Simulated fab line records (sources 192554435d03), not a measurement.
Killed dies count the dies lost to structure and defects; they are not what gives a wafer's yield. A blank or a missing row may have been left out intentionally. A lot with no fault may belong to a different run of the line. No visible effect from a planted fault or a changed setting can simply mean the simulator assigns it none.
Matching of chambers + flow n5-finfet + N5_BEOL_M0_SAQP_DESCUM_45 on rie-diel-02 has 4 sister chambers
The step chemistry O2, time 7 s. 8 wafers are shown with their chamber, then 11 later ones without.

## WAFERS PAIRED WITH THEIR CHAMBERS
| wafer  | chamber | showerhead-plenum-p-Torr (Torr) | throttle-valve-pct (%) |
|--------|---------|---------------------------------|------------------------|
| L079.1 | 2       | 2.19                            | 20.46                  |
| L080.2 | 2       | 2.19                            | 20.46                  |
| L084.3 | 1       | 2.11                            | 20.62                  |
| L084.5 | 0       | 2.11                            | 20.59                  |
| L086.1 | 3       | 2.22                            | 20.21                  |
| L086.2 | 1       | 2.11                            | 20.62                  |
| L086.3 | 0       | 2.11                            | 20.58                  |
| L090.1 | 3       | 2.21                            | 20.21                  |

## WAFERS WITHOUT THEIR CHAMBER
| wafer  | showerhead-plenum-p-Torr (Torr) | throttle-valve-pct (%) |
|--------|---------------------------------|------------------------|
| L090.5 | 2.11                            | 20.58                  |
| L090.6 | 2.11                            | 20.63                  |
| L093.2 | 2.21                            | 20.22                  |
| L093.4 | 2.11                            | 20.61                  |
| L093.6 | 2.11                            | 20.64                  |
| L076.2 | 2.11                            | 20.59                  |
| L076.3 | 2.21                            | 20.23                  |
| L076.5 | 2.21                            | 20.23                  |
| L096.1 | 2.11                            | 20.60                  |
| L096.3 | 2.10                            | 20.65                  |
| L096.4 | 2.21                            | 20.23                  |

## CHAMBER TAKEN BY EACH
| wafer  | from the rows above     | in truth                   |
|--------|-------------------------|----------------------------|
| L090.5 | 0                       | 0                          |
| L090.6 | 1                       | 1                          |
| L093.2 | 3                       | 3                          |
| L093.4 | 1                       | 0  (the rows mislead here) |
| L093.6 | 1                       | 1                          |
| L076.2 | 0                       | 0                          |
| L076.3 | 3                       | 3                          |
| L076.5 | 3                       | 3                          |
| L096.1 | can't be placed: 0 or 1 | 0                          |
| L096.3 | 1                       | 1                          |
| L096.4 | 3                       | 3                          |
Correct placement for 9 of the 11. Can't be placed from these rows: 1 (the true chamber is among the candidates in 1). 1 placed wrongly.
How it was worked out, from the rows above alone: a wafer's distance from a chamber is the root of the sum, over the readings, of the square of ((its reading less the chamber's mean) divided by the reading's scatter). The wafer belongs to the nearest chamber; if the next one is less than 2 further off, it can't be placed. A chamber's mean is the mean of its shown wafers. The scatter is the square root of a quotient: the sum, over the shown wafers, of each reading's squared deviation from its chamber's mean, divided by wafers minus chambers.
